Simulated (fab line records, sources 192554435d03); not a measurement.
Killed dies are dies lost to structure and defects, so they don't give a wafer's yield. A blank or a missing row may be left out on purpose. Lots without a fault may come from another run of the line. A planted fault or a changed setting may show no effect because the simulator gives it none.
One fault seen from 3 desks | flow n5_finfet | each desk has only its own numbers; what lay behind them comes last

THE METROLOGY DESK
What the gauges read, lot by lot, whatever tool the lot ran on: means of the sampled wafers that have a number. A lot is out of limits, marked OUT, if its mean lies more than 4 standard deviations from the usual mean; the brackets give that distance. Of its 11 readings 7 are shown: those that lie furthest out on some lot.
Columns: A = VD_OVL at N5_MOL_CONTACT_COAG_OVL_MEAS_41, usual 0.0 nm; B = DIBL_N at N5_BEOL_M4_RC_MEAS_101, usual 36.4 mV/V; C = IOFF_P at N5_BEOL_M4_RC_MEAS_101, usual 0.21 nA/um; D = ION_N at N5_BEOL_M4_RC_MEAS_101, usual 677 uA/um; E = ION_P at N5_BEOL_M4_RC_MEAS_101, usual 464 uA/um; F = SS_P at N5_BEOL_M4_RC_MEAS_101, usual 73.3 mV/dec; G = VT_P at N5_BEOL_M4_RC_MEAS_101, usual -251 mV
lot  | first seen here | A    | B    | C    | D   | E   | F    | G
L304 | day 5 20:15     | -0.2 | 36.6 | 0.27 | 687 | 477 | 73.4 | -244
L306 | day 6 18:01     | -0.2 | 37.3 | 0.19 | 680 | 464 | 73.4 | -252
L308 | day 7 03:32     | 1.8  | 32.4 | 0.17 | 667 | 460 | 72.0 | -252
L316 | day 8 23:12     | -0.2 | 38.8 | 0.25 | 684 | 463 | 73.5 | -249
L317 | day 9 02:17     | -0.7 | 35.4 | 0.17 | 672 | 453 | 73.0 | -254
L324 | day 10 21:01    | -0.7 | 33.6 | 0.13 | 653 | 445 | 72.5 | -259
This desk's finding: nothing out of limits on any of the 6 lots.

THE TOOL OWNER'S DESK: rie_diel-06
The tool's own readings at N5_MOL_CONTACT_COAG_VIA_ETCH_117 (etches SiO2 in C4F6/O2, target depth 40 nm, overetch 8 nm, time 26 s): means of the sampled wafers that have a number, for each lot that ran on this tool. A lot is out of limits, marked OUT, if its mean lies more than 4 standard deviations from the usual mean; the brackets give that distance. Of its 8 readings 7 are shown: those that lie furthest out on some lot.
Columns: A = C4F6_flow_sccm at N5_MOL_CONTACT_COAG_VIA_ETCH_117, usual 9.99 sccm; B = mfc_ar_sccm at N5_MOL_CONTACT_COAG_VIA_ETCH_117, usual 299.7 sccm; C = oes_f_703_au at N5_MOL_CONTACT_COAG_VIA_ETCH_117, usual 0.83 a.u.; D = oes_product_au at N5_MOL_CONTACT_COAG_VIA_ETCH_117, usual 0.73 a.u.; E = rf_vpp_V at N5_MOL_CONTACT_COAG_VIA_ETCH_117, usual 1565 V; F = showerhead_plenum_p_Torr at N5_MOL_CONTACT_COAG_VIA_ETCH_117, usual 2.85 Torr; G = throttle_valve_pct at N5_MOL_CONTACT_COAG_VIA_ETCH_117, usual 40.7 %
lot  | first seen here | A     | B     | C    | D    | E    | F    | G
L304 | day 5 20:56     | 10.00 | 298.9 | 0.88 | 0.77 | 1534 | 2.91 | 40.4
L306 | day 6 18:35     | 10.01 | 299.5 | 0.83 | 0.74 | 1550 | 2.87 | 40.5
L308 | day 7 05:04     | 9.96  | 300.7 | 0.81 | 0.70 | 1559 | 2.92 | 40.6
This desk's finding: nothing out of limits on any of the 3 lots.

THE DEFECT DESK
What the inspections along the route counted, lot by lot: means of the sampled wafers that have a number. A lot is out of limits, marked OUT, if its mean lies more than 4 standard deviations from the usual mean; the brackets give that distance.
Columns: A = raw_defect_count at N5_MOL_CONTACT_COAG_INSPECT_42, usual 181
lot  | first seen here | A
L304 | day 5 20:19     | 246
L306 | day 6 18:05     | 209
L308 | day 7 03:35     | 176
L316 | day 8 23:15     | 224
L317 | day 9 02:20     | 204
L324 | day 10 21:04    | 138
This desk's finding: nothing out of limits on any of the 6 lots.

PUT TOGETHER
The metrology desk saw nothing out of limits.
The tool owner's desk saw nothing out of limits.
The defect desk saw nothing out of limits.

WHAT THE SIMULATOR HAD PUT IN
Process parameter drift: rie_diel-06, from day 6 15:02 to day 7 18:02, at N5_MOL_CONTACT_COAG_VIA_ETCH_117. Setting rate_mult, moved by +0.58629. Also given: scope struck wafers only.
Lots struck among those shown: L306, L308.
